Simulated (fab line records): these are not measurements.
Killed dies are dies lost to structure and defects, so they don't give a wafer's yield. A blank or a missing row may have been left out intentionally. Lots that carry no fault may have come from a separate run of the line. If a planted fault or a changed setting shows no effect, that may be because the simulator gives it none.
Which of the tools did it? :: flow nand_harc :: Sampling: 24 lots, 72 wafers, 6 of 1159 route steps

WHAT THE GAUGES SHOWED, per wafer
No reading from a measuring or inspecting step in the record can be judged against a usual standard deviation.

TOOL THAT RAN EACH LOT (tool first, then ch and the chambers of the sampled wafers, then the start)
lot: L074
NHARC_P_GATE_STRIP_76: plasma_asher-02 ch 0,1, day 5 04:22
NHARC_P_CONTACT_DEP_30: pecvd-04 ch 0,1, day 5 09:46
NHARC_P_M0_PRE_CLEAN_31: pecvd-01 ch 0,1,2, day 5 21:47
NHARC_P_M0_DEP_32: pecvd-01 ch 0,1,2, day 5 21:55
NHARC_P_M1_DEGAS_29: pvd_sputter-03, day 6 00:13
NHARC_P_M1_CMP_23: cmp-03 ch 1,2,3, day 6 01:21

lot: L075
NHARC_P_GATE_STRIP_76: plasma_asher-02 ch 0,1, day 5 05:07
NHARC_P_CONTACT_DEP_30: pecvd-01 ch 0,2, day 5 10:19
NHARC_P_M0_PRE_CLEAN_31: pecvd-01 ch 0,2, day 5 22:23
NHARC_P_M0_DEP_32: pecvd-01 ch 0,2, day 5 22:28
NHARC_P_M1_DEGAS_29: pvd_sputter-02, day 6 00:55
NHARC_P_M1_CMP_23: cmp-03 ch 1,3, day 6 02:01

lot: L077
NHARC_P_GATE_STRIP_76: plasma_asher-01 ch 0,1, day 5 19:08
NHARC_P_CONTACT_DEP_30: pecvd-04 ch 0,1, day 5 23:11
NHARC_P_M0_PRE_CLEAN_31: pecvd-03 ch 0,1,2, day 6 16:53
NHARC_P_M0_DEP_32: pecvd-03 ch 0,1,2, day 6 16:58
NHARC_P_M1_DEGAS_29: pvd_sputter-01, day 6 19:18
NHARC_P_M1_CMP_23: cmp-01 ch 0,1,3, day 6 20:24

lot: L076
NHARC_P_GATE_STRIP_76: plasma_asher-02 ch 0,1, day 5 19:29
NHARC_P_CONTACT_DEP_30: pecvd-04 ch 0,2, day 5 23:41
NHARC_P_M0_PRE_CLEAN_31: pecvd-03 ch 0,1, day 6 17:49
NHARC_P_M0_DEP_32: pecvd-03 ch 0,1, day 6 17:53
NHARC_P_M1_DEGAS_29: pvd_sputter-03, day 6 20:20
NHARC_P_M1_CMP_23: cmp-04 ch 0,1,3, day 6 21:31

lot: L079
NHARC_P_GATE_STRIP_76: plasma_asher-02 ch 0,1, day 6 09:46
NHARC_P_CONTACT_DEP_30: pecvd-01 ch 0,2, day 6 13:50
NHARC_P_M0_PRE_CLEAN_31: pecvd-03 ch 1,2, day 7 06:50
NHARC_P_M0_DEP_32: pecvd-03 ch 1,2, day 7 06:56
NHARC_P_M1_DEGAS_29: pvd_sputter-03, day 7 09:13
NHARC_P_M1_CMP_23: cmp-01 ch 1,2, day 7 10:19

lot: L078
NHARC_P_GATE_STRIP_76: plasma_asher-01 ch 0,1, day 6 10:07
NHARC_P_CONTACT_DEP_30: pecvd-04 ch 0,1,2, day 6 14:41
NHARC_P_M0_PRE_CLEAN_31: pecvd-04 ch 0,1,2, day 7 07:07
NHARC_P_M0_DEP_32: pecvd-04 ch 0,1,2, day 7 07:12
NHARC_P_M1_DEGAS_29: pvd_sputter-01, day 7 09:45
NHARC_P_M1_CMP_23: cmp-03 ch 0,2,3, day 7 10:52

lot: L080
NHARC_P_GATE_STRIP_76: plasma_asher-01 ch 0,1, day 6 17:13
NHARC_P_CONTACT_DEP_30: pecvd-02 ch 0,1, day 6 21:20
NHARC_P_M0_PRE_CLEAN_31: pecvd-03 ch 0,2, day 7 07:13
NHARC_P_M0_DEP_32: pecvd-03 ch 0,2, day 7 07:18
NHARC_P_M1_DEGAS_29: pvd_sputter-02, day 7 09:48
NHARC_P_M1_CMP_23: cmp-01 ch 0,2, day 7 10:53

lot: L081
NHARC_P_GATE_STRIP_76: plasma_asher-01 ch 0,1, day 7 05:26
NHARC_P_CONTACT_DEP_30: pecvd-01 ch 0,1, day 7 09:42
NHARC_P_M0_PRE_CLEAN_31: pecvd-03 ch 0,1,2, day 7 18:52
NHARC_P_M0_DEP_32: pecvd-03 ch 0,1,2, day 7 18:58
NHARC_P_M1_DEGAS_29: pvd_sputter-01, day 7 21:14
NHARC_P_M1_CMP_23: cmp-01 ch 0,2,3, day 7 22:19

lot: L082
NHARC_P_GATE_STRIP_76: plasma_asher-02 ch 0,1, day 7 11:24
NHARC_P_CONTACT_DEP_30: pecvd-04 ch 0,1,2, day 7 15:52
NHARC_P_M0_PRE_CLEAN_31: pecvd-01 ch 0,1,2, day 8 00:21
NHARC_P_M0_DEP_32: pecvd-01 ch 0,1,2, day 8 00:25
NHARC_P_M1_DEGAS_29: pvd_sputter-01, day 8 03:04
NHARC_P_M1_CMP_23: cmp-04 ch 0,2,3, day 8 04:09

lot: L083
NHARC_P_GATE_STRIP_76: plasma_asher-02 ch 0,1, day 7 14:25
NHARC_P_CONTACT_DEP_30: pecvd-04 ch 0,2, day 7 18:48
NHARC_P_M0_PRE_CLEAN_31: pecvd-01 ch 1,2, day 8 09:10
NHARC_P_M0_DEP_32: pecvd-01 ch 1,2, day 8 09:14
NHARC_P_M1_DEGAS_29: pvd_sputter-01, day 8 11:40
NHARC_P_M1_CMP_23: cmp-04 ch 0,1,2, day 8 12:46

lot: L084
NHARC_P_GATE_STRIP_76: plasma_asher-02 ch 0,1, day 8 00:24
NHARC_P_CONTACT_DEP_30: pecvd-01 ch 1,2, day 8 04:28
NHARC_P_M0_PRE_CLEAN_31: pecvd-03 ch 0,1,2, day 8 14:43
NHARC_P_M0_DEP_32: pecvd-03 ch 0,1,2, day 8 14:47
NHARC_P_M1_DEGAS_29: pvd_sputter-03, day 8 17:18
NHARC_P_M1_CMP_23: cmp-03 ch 0,1,3, day 8 18:28

lot: L087
NHARC_P_GATE_STRIP_76: plasma_asher-01 ch 0,1, day 8 15:19
NHARC_P_CONTACT_DEP_30: pecvd-01 ch 0,2, day 8 19:28
NHARC_P_M0_PRE_CLEAN_31: pecvd-03 ch 0,1,2, day 9 04:43
NHARC_P_M0_DEP_32: pecvd-03 ch 0,1,2, day 9 04:47
NHARC_P_M1_DEGAS_29: pvd_sputter-03, day 9 07:25
NHARC_P_M1_CMP_23: cmp-04 ch 0,1,2, day 9 08:29

lot: L085
NHARC_P_GATE_STRIP_76: plasma_asher-01 ch 1, day 8 16:29
NHARC_P_CONTACT_DEP_30: pecvd-02 ch 0,1,2, day 8 20:37
NHARC_P_M0_PRE_CLEAN_31: pecvd-03 ch 0,1, day 9 05:16
NHARC_P_M0_DEP_32: pecvd-03 ch 0,1, day 9 05:24
NHARC_P_M1_DEGAS_29: pvd_sputter-02, day 9 07:44
NHARC_P_M1_CMP_23: cmp-04 ch 1,2, day 9 09:08

lot: L086
NHARC_P_GATE_STRIP_76: plasma_asher-01 ch 0,1, day 8 17:53
NHARC_P_CONTACT_DEP_30: pecvd-04 ch 0,1,2, day 8 21:55
NHARC_P_M0_PRE_CLEAN_31: pecvd-01 ch 0,1, day 9 06:28
NHARC_P_M0_DEP_32: pecvd-01 ch 0,1, day 9 06:38
NHARC_P_M1_DEGAS_29: pvd_sputter-02, day 9 09:17
NHARC_P_M1_CMP_23: cmp-04 ch 2,3, day 9 10:40

lot: L089
NHARC_P_GATE_STRIP_76: plasma_asher-01 ch 0,1, day 9 01:25
NHARC_P_CONTACT_DEP_30: pecvd-02 ch 0,2, day 9 05:32
NHARC_P_M0_PRE_CLEAN_31: pecvd-01 ch 0,1, day 9 19:23
NHARC_P_M0_DEP_32: pecvd-01 ch 0,1, day 9 19:35
NHARC_P_M1_DEGAS_29: pvd_sputter-03, day 9 22:05
NHARC_P_M1_CMP_23: cmp-03 ch 0,1,2, day 9 23:23

lot: L088
NHARC_P_GATE_STRIP_76: plasma_asher-02 ch 0,1, day 9 01:45
NHARC_P_CONTACT_DEP_30: pecvd-02 ch 0,1,2, day 9 06:17
NHARC_P_M0_PRE_CLEAN_31: pecvd-03 ch 0,1,2, day 9 20:44
NHARC_P_M0_DEP_32: pecvd-03 ch 0,1,2, day 9 20:49
NHARC_P_M1_DEGAS_29: pvd_sputter-03, day 9 23:19
NHARC_P_M1_CMP_23: cmp-01 ch 1,2,3, day 10 00:38

lot: L090
NHARC_P_GATE_STRIP_76: plasma_asher-01 ch 0, day 9 11:36
NHARC_P_CONTACT_DEP_30: pecvd-02 ch 0,2, day 9 15:43
NHARC_P_M0_PRE_CLEAN_31: pecvd-01 ch 0,2, day 10 07:51
NHARC_P_M0_DEP_32: pecvd-01 ch 0,2, day 10 07:59
NHARC_P_M1_DEGAS_29: pvd_sputter-02, day 10 10:22
NHARC_P_M1_CMP_23: cmp-01 ch 1,2,3, day 10 11:31

lot: L091
NHARC_P_GATE_STRIP_76: plasma_asher-01 ch 0, day 9 13:12
NHARC_P_CONTACT_DEP_30: pecvd-02 ch 1,2, day 9 17:33
NHARC_P_M0_PRE_CLEAN_31: pecvd-01 ch 0,1, day 10 08:28
NHARC_P_M0_DEP_32: pecvd-01 ch 0,1, day 10 08:34
NHARC_P_M1_DEGAS_29: pvd_sputter-01, day 10 11:17
NHARC_P_M1_CMP_23: cmp-04 ch 1,2,3, day 10 12:23

lot: L093
NHARC_P_GATE_STRIP_76: plasma_asher-02 ch 0,1, day 9 21:56
NHARC_P_CONTACT_DEP_30: pecvd-01 ch 0,1, day 10 02:18
NHARC_P_M0_PRE_CLEAN_31: pecvd-03 ch 0,2, day 10 11:01
NHARC_P_M0_DEP_32: pecvd-03 ch 0,2, day 10 11:08
NHARC_P_M1_DEGAS_29: pvd_sputter-02, day 10 13:50
NHARC_P_M1_CMP_23: cmp-03 ch 0,2,3, day 10 14:54

lot: L092
NHARC_P_GATE_STRIP_76: plasma_asher-01 ch 0,1, day 9 22:28
NHARC_P_CONTACT_DEP_30: pecvd-04 ch 0,1, day 10 02:41
NHARC_P_M0_PRE_CLEAN_31: pecvd-03 ch 2, day 10 12:35
NHARC_P_M0_DEP_32: pecvd-03 ch 2, day 10 12:45
NHARC_P_M1_DEGAS_29: pvd_sputter-03, day 10 15:19
NHARC_P_M1_CMP_23: cmp-03 ch 1,2,3, day 10 16:27

lot: L095
NHARC_P_GATE_STRIP_76: plasma_asher-01 ch 0,1, day 10 07:58
NHARC_P_CONTACT_DEP_30: pecvd-04 ch 0,2, day 10 12:15
NHARC_P_M0_PRE_CLEAN_31: pecvd-03 ch 1,2, day 10 22:51
NHARC_P_M0_DEP_32: pecvd-03 ch 1,2, day 10 22:56
NHARC_P_M1_DEGAS_29: pvd_sputter-01, day 11 01:23
NHARC_P_M1_CMP_23: cmp-01 ch 2,3, day 11 02:29

lot: L094
NHARC_P_GATE_STRIP_76: plasma_asher-02 ch 0,1, day 10 08:29
NHARC_P_CONTACT_DEP_30: pecvd-02 ch 0,2, day 10 12:47
NHARC_P_M0_PRE_CLEAN_31: pecvd-03 ch 0,1, day 10 23:13
NHARC_P_M0_DEP_32: pecvd-03 ch 0,1, day 10 23:22
NHARC_P_M1_DEGAS_29: pvd_sputter-02, day 11 01:49
NHARC_P_M1_CMP_23: cmp-01 ch 0,2,3, day 11 02:59

lot: L096
NHARC_P_GATE_STRIP_76: plasma_asher-02 ch 0,1, day 10 16:34
NHARC_P_CONTACT_DEP_30: pecvd-01 ch 1,2, day 10 20:52
NHARC_P_M0_PRE_CLEAN_31: pecvd-04 ch 0,1, day 11 06:00
NHARC_P_M0_DEP_32: pecvd-04 ch 0,1, day 11 06:07
NHARC_P_M1_DEGAS_29: pvd_sputter-03, day 11 08:39
NHARC_P_M1_CMP_23: cmp-03 ch 0,1,3, day 11 10:14

lot: L097
NHARC_P_GATE_STRIP_76: plasma_asher-02 ch 0,1, day 11 00:44
NHARC_P_CONTACT_DEP_30: pecvd-04 ch 0,1, day 11 04:54
NHARC_P_M0_PRE_CLEAN_31: pecvd-04 ch 0,1,2, day 11 14:09
NHARC_P_M0_DEP_32: pecvd-04 ch 0,1,2, day 11 14:16
NHARC_P_M1_DEGAS_29: pvd_sputter-01, day 11 16:43
NHARC_P_M1_CMP_23: cmp-01 ch 0,2,3, day 11 17:47
- NHARC_P_GATE_STRIP_76: strips in O2.
- NHARC_P_CONTACT_DEP_30: deposits SiNx, target thk 30 nm.
- NHARC_P_M0_PRE_CLEAN_31: time 12 s.
- NHARC_P_M0_DEP_32: deposits SiCN, target thk 30 nm.
- NHARC_P_M1_DEGAS_29: time 60 s.
- NHARC_P_M1_CMP_23: polishes, t overpolish 20 s, target thk 157.82 nm.

WHAT THE TOOLS THEMSELVES READ (means of the sampled wafers that have a number; where no wafer has one, the mark that the record gives instead)
NHARC_P_GATE_STRIP_76.
lot: L074
tool: plasma_asher-02
drypump_motor_current_A (A): 6.25
heater_power_w (W): 315
temp_c (C): 250.08

lot: L075
tool: plasma_asher-02
drypump_motor_current_A (A): 6.25
heater_power_w (W): 318
temp_c (C): 250.16

lot: L077
tool: plasma_asher-01
drypump_motor_current_A (A): 6.10
heater_power_w (W): 338
temp_c (C): 250.05

lot: L076
tool: plasma_asher-02
drypump_motor_current_A (A): 6.27
heater_power_w (W): 316
temp_c (C): 249.92

lot: L079
tool: plasma_asher-02
drypump_motor_current_A (A): 6.13
heater_power_w (W): 329
temp_c (C): 250.08

lot: L078
tool: plasma_asher-01
drypump_motor_current_A (A): 6.10
heater_power_w (W): 336
temp_c (C): 249.91

lot: L080
tool: plasma_asher-01
drypump_motor_current_A (A): 6.22
heater_power_w (W): 345
temp_c (C): 249.95

lot: L081
tool: plasma_asher-01
drypump_motor_current_A (A): 6.22
heater_power_w (W): 348
temp_c (C): 249.77

lot: L082
tool: plasma_asher-02
drypump_motor_current_A (A): 6.26
heater_power_w (W): 314
temp_c (C): 250.11

lot: L083
tool: plasma_asher-02
drypump_motor_current_A (A): 6.11
heater_power_w (W): 327
temp_c (C): 250.08

lot: L084
tool: plasma_asher-02
drypump_motor_current_A (A): 6.27
heater_power_w (W): 317
temp_c (C): 250.00

lot: L087
tool: plasma_asher-01
drypump_motor_current_A (A): 6.09
heater_power_w (W): 336
temp_c (C): 250.21

lot: L085
tool: plasma_asher-01
drypump_motor_current_A (A): 5.97
heater_power_w (W): 323
temp_c (C): 249.99

lot: L086
tool: plasma_asher-01
drypump_motor_current_A (A): 6.10
heater_power_w (W): 335
temp_c (C): 250.04

lot: L089
tool: plasma_asher-01
drypump_motor_current_A (A): 6.22
heater_power_w (W): 345
temp_c (C): 250.12

lot: L088
tool: plasma_asher-02
drypump_motor_current_A (A): 6.25
heater_power_w (W): 314
temp_c (C): 250.02

lot: L090
tool: plasma_asher-01
drypump_motor_current_A (A): 6.36
heater_power_w (W): 362
temp_c (C): 249.93

lot: L091
tool: plasma_asher-01
drypump_motor_current_A (A): 6.35
heater_power_w (W): 361
temp_c (C): 249.63

lot: L093
tool: plasma_asher-02
drypump_motor_current_A (A): 6.24
heater_power_w (W): 313
temp_c (C): 249.92

lot: L092
tool: plasma_asher-01
drypump_motor_current_A (A): 6.21
heater_power_w (W): 351
temp_c (C): 250.10

lot: L095
tool: plasma_asher-01
drypump_motor_current_A (A): 6.23
heater_power_w (W): 349
temp_c (C): 249.76

lot: L094
tool: plasma_asher-02
drypump_motor_current_A (A): 6.27
heater_power_w (W): 316
temp_c (C): 249.95

lot: L096
tool: plasma_asher-02
drypump_motor_current_A (A): 6.12
heater_power_w (W): 332
temp_c (C): 250.06

lot: L097
tool: plasma_asher-02
drypump_motor_current_A (A): 6.12
heater_power_w (W): 330
temp_c (C): 249.98

NHARC_P_CONTACT_DEP_30.
lot: L074
tool: pecvd-04
heater_power_outer_w (W): 368
heater_power_w (W): 647

lot: L075
tool: pecvd-01
heater_power_outer_w (W): 407
heater_power_w (W): 730

lot: L077
tool: pecvd-04
heater_power_outer_w (W): 367
heater_power_w (W): 652

lot: L076
tool: pecvd-04
heater_power_outer_w (W): 466
heater_power_w (W): 763

lot: L079
tool: pecvd-01
heater_power_outer_w (W): 350
heater_power_w (W): 653

lot: L078
tool: pecvd-04
heater_power_outer_w (W): 413
heater_power_w (W): 701

lot: L080
tool: pecvd-02
heater_power_outer_w (W): 455
heater_power_w (W): 715

lot: L081
tool: pecvd-01
heater_power_outer_w (W): 441
heater_power_w (W): 752

lot: L082
tool: pecvd-04
heater_power_outer_w (W): 396
heater_power_w (W): 683

lot: L083
tool: pecvd-04
heater_power_outer_w (W): 471
heater_power_w (W): 773

lot: L084
tool: pecvd-01
heater_power_outer_w (W): 436
heater_power_w (W): 745

lot: L087
tool: pecvd-01
heater_power_outer_w (W): 365
heater_power_w (W): 676

lot: L085
tool: pecvd-02
heater_power_outer_w (W): 501
heater_power_w (W): 832

lot: L086
tool: pecvd-04
heater_power_outer_w (W): 387
heater_power_w (W): 677

lot: L089
tool: pecvd-02
heater_power_outer_w (W): 521
heater_power_w (W): 870

lot: L088
tool: pecvd-02
heater_power_outer_w (W): 488
heater_power_w (W): 800

lot: L090
tool: pecvd-02
heater_power_outer_w (W): 530
heater_power_w (W): 863

lot: L091
tool: pecvd-02
heater_power_outer_w (W): 541
heater_power_w (W): 899

lot: L093
tool: pecvd-01
heater_power_outer_w (W): 443
heater_power_w (W): 738

lot: L092
tool: pecvd-04
heater_power_outer_w (W): 416
heater_power_w (W): 727

lot: L095
tool: pecvd-04
heater_power_outer_w (W): 455
heater_power_w (W): 738

lot: L094
tool: pecvd-02
heater_power_outer_w (W): 496
heater_power_w (W): 793

lot: L096
tool: pecvd-01
heater_power_outer_w (W): 413
heater_power_w (W): 714

lot: L097
tool: pecvd-04
heater_power_outer_w (W): 372
heater_power_w (W): 655

NHARC_P_M0_PRE_CLEAN_31.
lot: L074
tool: pecvd-01
heater_power_outer_w (W): 357
heater_power_w (W): 647

lot: L075
tool: pecvd-01
heater_power_outer_w (W): 313
heater_power_w (W): 593

lot: L077
tool: pecvd-03
heater_power_outer_w (W): 348
heater_power_w (W): 633

lot: L076
tool: pecvd-03
heater_power_outer_w (W): 350
heater_power_w (W): 624

lot: L079
tool: pecvd-03
heater_power_outer_w (W): 365
heater_power_w (W): 652

lot: L078
tool: pecvd-04
heater_power_outer_w (W): 350
heater_power_w (W): 610

lot: L080
tool: pecvd-03
heater_power_outer_w (W): 349
heater_power_w (W): 619

lot: L081
tool: pecvd-03
heater_power_outer_w (W): 340
heater_power_w (W): 611

lot: L082
tool: pecvd-01
heater_power_outer_w (W): 347
heater_power_w (W): 627

lot: L083
tool: pecvd-01
heater_power_outer_w (W): 396
heater_power_w (W): 674

lot: L084
tool: pecvd-03
heater_power_outer_w (W): 387
heater_power_w (W): 664

lot: L087
tool: pecvd-03
heater_power_outer_w (W): 381
heater_power_w (W): 665

lot: L085
tool: pecvd-03
heater_power_outer_w (W): 320
heater_power_w (W): 575

lot: L086
tool: pecvd-01
heater_power_outer_w (W): 371
heater_power_w (W): 647

lot: L089
tool: pecvd-01
heater_power_outer_w (W): 386
heater_power_w (W): 673

lot: L088
tool: pecvd-03
heater_power_outer_w (W): 325
heater_power_w (W): 579

lot: L090
tool: pecvd-01
heater_power_outer_w (W): 347
heater_power_w (W): 626

lot: L091
tool: pecvd-01
heater_power_outer_w (W): 356
heater_power_w (W): 633

lot: L093
tool: pecvd-03
heater_power_outer_w (W): 340
heater_power_w (W): 601

lot: L092
tool: pecvd-03
heater_power_outer_w (W): 373
heater_power_w (W): 659

lot: L095
tool: pecvd-03
heater_power_outer_w (W): 424
heater_power_w (W): 720

lot: L094
tool: pecvd-03
heater_power_outer_w (W): 349
heater_power_w (W): 629

lot: L096
tool: pecvd-04
heater_power_outer_w (W): 381
heater_power_w (W): 649

lot: L097
tool: pecvd-04
heater_power_outer_w (W): 374
heater_power_w (W): 631

NHARC_P_M0_DEP_32.
lot: L074
tool: pecvd-01
heater_power_outer_w (W): 303
heater_power_w (W): 571

lot: L075
tool: pecvd-01
heater_power_outer_w (W): 277
heater_power_w (W): 537

lot: L077
tool: pecvd-03
heater_power_outer_w (W): 319
heater_power_w (W): 580

lot: L076
tool: pecvd-03
heater_power_outer_w (W): 258
heater_power_w (W): 512

lot: L079
tool: pecvd-03
heater_power_outer_w (W): 314
heater_power_w (W): 575

lot: L078
tool: pecvd-04
heater_power_outer_w (W): 334
heater_power_w (W): 587

lot: L080
tool: pecvd-03
heater_power_outer_w (W): 285
heater_power_w (W): 524

lot: L081
tool: pecvd-03
heater_power_outer_w (W): 312
heater_power_w (W): 574

lot: L082
tool: pecvd-01
heater_power_outer_w (W): 339
heater_power_w (W): 615

lot: L083
tool: pecvd-01
heater_power_outer_w (W): 319
heater_power_w (W): 594

lot: L084
tool: pecvd-03
heater_power_outer_w (W): 315
heater_power_w (W): 579

lot: L087
tool: pecvd-03
heater_power_outer_w (W): 313
heater_power_w (W): 570

lot: L085
tool: pecvd-03
heater_power_outer_w (W): 287
heater_power_w (W): 539

lot: L086
tool: pecvd-01
heater_power_outer_w (W): 300
heater_power_w (W): 560

lot: L089
tool: pecvd-01
heater_power_outer_w (W): 309
heater_power_w (W): 562

lot: L088
tool: pecvd-03
heater_power_outer_w (W): 340
heater_power_w (W): 613

lot: L090
tool: pecvd-01
heater_power_outer_w (W): 279
heater_power_w (W): 529

lot: L091
tool: pecvd-01
heater_power_outer_w (W): 336
heater_power_w (W): 605

lot: L093
tool: pecvd-03
heater_power_outer_w (W): 285
heater_power_w (W): 527

lot: L092
tool: pecvd-03
heater_power_outer_w (W): 381
heater_power_w (W): 658

lot: L095
tool: pecvd-03
heater_power_outer_w (W): 359
heater_power_w (W): 624

lot: L094
tool: pecvd-03
heater_power_outer_w (W): 292
heater_power_w (W): 547

lot: L096
tool: pecvd-04
heater_power_outer_w (W): 342
heater_power_w (W): 607

lot: L097
tool: pecvd-04
heater_power_outer_w (W): 301
heater_power_w (W): 539

NHARC_P_M1_DEGAS_29.
lot: L074
tool: pvd_sputter-03
heater_power_w (W): 322

lot: L075
tool: pvd_sputter-02
heater_power_w (W): 338

lot: L077
tool: pvd_sputter-01
heater_power_w (W): 367

lot: L076
tool: pvd_sputter-03
heater_power_w (W): 336

lot: L079
tool: pvd_sputter-03
heater_power_w (W): 309

lot: L078
tool: pvd_sputter-01
heater_power_w (W): 339

lot: L080
tool: pvd_sputter-02
heater_power_w (W): 344

lot: L081
tool: pvd_sputter-01
heater_power_w (W): 336

lot: L082
tool: pvd_sputter-01
heater_power_w (W): 336

lot: L083
tool: pvd_sputter-01
heater_power_w (W): 334

lot: L084
tool: pvd_sputter-03
heater_power_w (W): 341

lot: L087
tool: pvd_sputter-03
heater_power_w (W): 345

lot: L085
tool: pvd_sputter-02
heater_power_w (W): 344

lot: L086
tool: pvd_sputter-02
heater_power_w (W): 344

lot: L089
tool: pvd_sputter-03
heater_power_w (W): 339

lot: L088
tool: pvd_sputter-03
heater_power_w (W): 331

lot: L090
tool: pvd_sputter-02
heater_power_w (W): 376

lot: L091
tool: pvd_sputter-01
heater_power_w (W): 349

lot: L093
tool: pvd_sputter-02
heater_power_w (W): 355

lot: L092
tool: pvd_sputter-03
heater_power_w (W): 318

lot: L095
tool: pvd_sputter-01
heater_power_w (W): 310

lot: L094
tool: pvd_sputter-02
heater_power_w (W): 367

lot: L096
tool: pvd_sputter-03
heater_power_w (W): 328

lot: L097
tool: pvd_sputter-01
heater_power_w (W): 351

NHARC_P_M1_CMP_23.
lot: L074
tool: cmp-03
motor_current_A (A): 12.9
pad_life_wafers: 356
time_to_endpoint_s (s): 28.9

lot: L075
tool: cmp-03
motor_current_A (A): 14.0
pad_life_wafers: 362
time_to_endpoint_s (s): 28.0

lot: L077
tool: cmp-01
motor_current_A (A): 12.5
pad_life_wafers: 266
time_to_endpoint_s (s): 28.0

lot: L076
tool: cmp-04
motor_current_A (A): 12.0
pad_life_wafers: 163
time_to_endpoint_s (s): 26.8

lot: L079
tool: cmp-01
motor_current_A (A): 11.8
pad_life_wafers: 324
time_to_endpoint_s (s): 30.6

lot: L078
tool: cmp-03
motor_current_A (A): 12.7
pad_life_wafers: 547
time_to_endpoint_s (s): 25.9

lot: L080
tool: cmp-01
motor_current_A (A): 10.9
pad_life_wafers: 331
time_to_endpoint_s (s): 26.4

lot: L081
tool: cmp-01
motor_current_A (A): 11.5
pad_life_wafers: 421
time_to_endpoint_s (s): 29.5

lot: L082
tool: cmp-04
motor_current_A (A): 12.3
pad_life_wafers: 331
time_to_endpoint_s (s): 30.9

lot: L083
tool: cmp-04
motor_current_A (A): 13.4
pad_life_wafers: 374
time_to_endpoint_s (s): 29.9

lot: L084
tool: cmp-03
motor_current_A (A): 13.2
pad_life_wafers: 140
time_to_endpoint_s (s): 29.6

lot: L087
tool: cmp-04
motor_current_A (A): 13.6
pad_life_wafers: 488
time_to_endpoint_s (s): 29.2

lot: L085
tool: cmp-04
motor_current_A (A): 14.5
pad_life_wafers: 492
time_to_endpoint_s (s): 29.3

lot: L086
tool: cmp-04
motor_current_A (A): 13.6
pad_life_wafers: 498
time_to_endpoint_s (s): 28.6

lot: L089
tool: cmp-03
motor_current_A (A): 12.1
pad_life_wafers: 314
time_to_endpoint_s (s): 29.1

lot: L088
tool: cmp-01
motor_current_A (A): 11.8
pad_life_wafers: 199
time_to_endpoint_s (s): 29.2

lot: L090
tool: cmp-01
motor_current_A (A): 12.0
pad_life_wafers: 260
time_to_endpoint_s (s): 28.0

lot: L091
tool: cmp-04
motor_current_A (A): 12.9
pad_life_wafers: 127
time_to_endpoint_s (s): 28.2

lot: L093
tool: cmp-03
motor_current_A (A): 12.3
pad_life_wafers: 380
time_to_endpoint_s (s): 29.4

lot: L092
tool: cmp-03
motor_current_A (A): 13.0
pad_life_wafers: 398
time_to_endpoint_s (s): 26.1

lot: L095
tool: cmp-01
motor_current_A (A): 11.1
pad_life_wafers: 410
time_to_endpoint_s (s): 26.4

lot: L094
tool: cmp-01
motor_current_A (A): 11.5
pad_life_wafers: 416
time_to_endpoint_s (s): 27.5

lot: L096
tool: cmp-03
motor_current_A (A): 13.1
pad_life_wafers: 547
time_to_endpoint_s (s): 26.2

lot: L097
tool: cmp-01
motor_current_A (A): 11.7
pad_life_wafers: 500
time_to_endpoint_s (s): 29.4

THE ANSWER, worked out from the rows above alone
Rule: usual is defined by the lots themselves. Put in order of their means at a reading, lots are off if they are a third of the lots or fewer, leave a main group of 4 or more, and stand apart from it by a gap of 3 or more times the standard deviation of the main group's means; of several such gaps the widest counts. Not used: any main group whose means are identical at the precision the tables above print for the reading. A lot without any number at a reading at which 4 lots or more have one is off too. Any other lot the step has rows for is counted as sound. First the gauges in route order, then the tools' own readings, where a lot's mean is used as printed above. At the first step where some lot is off, the reading lying furthest off is the one used; lots without a number count as furthest.
No lot is off on any of the readings shown, so nothing can be concluded from this.

WHAT THE SIMULATOR HAD PUT IN
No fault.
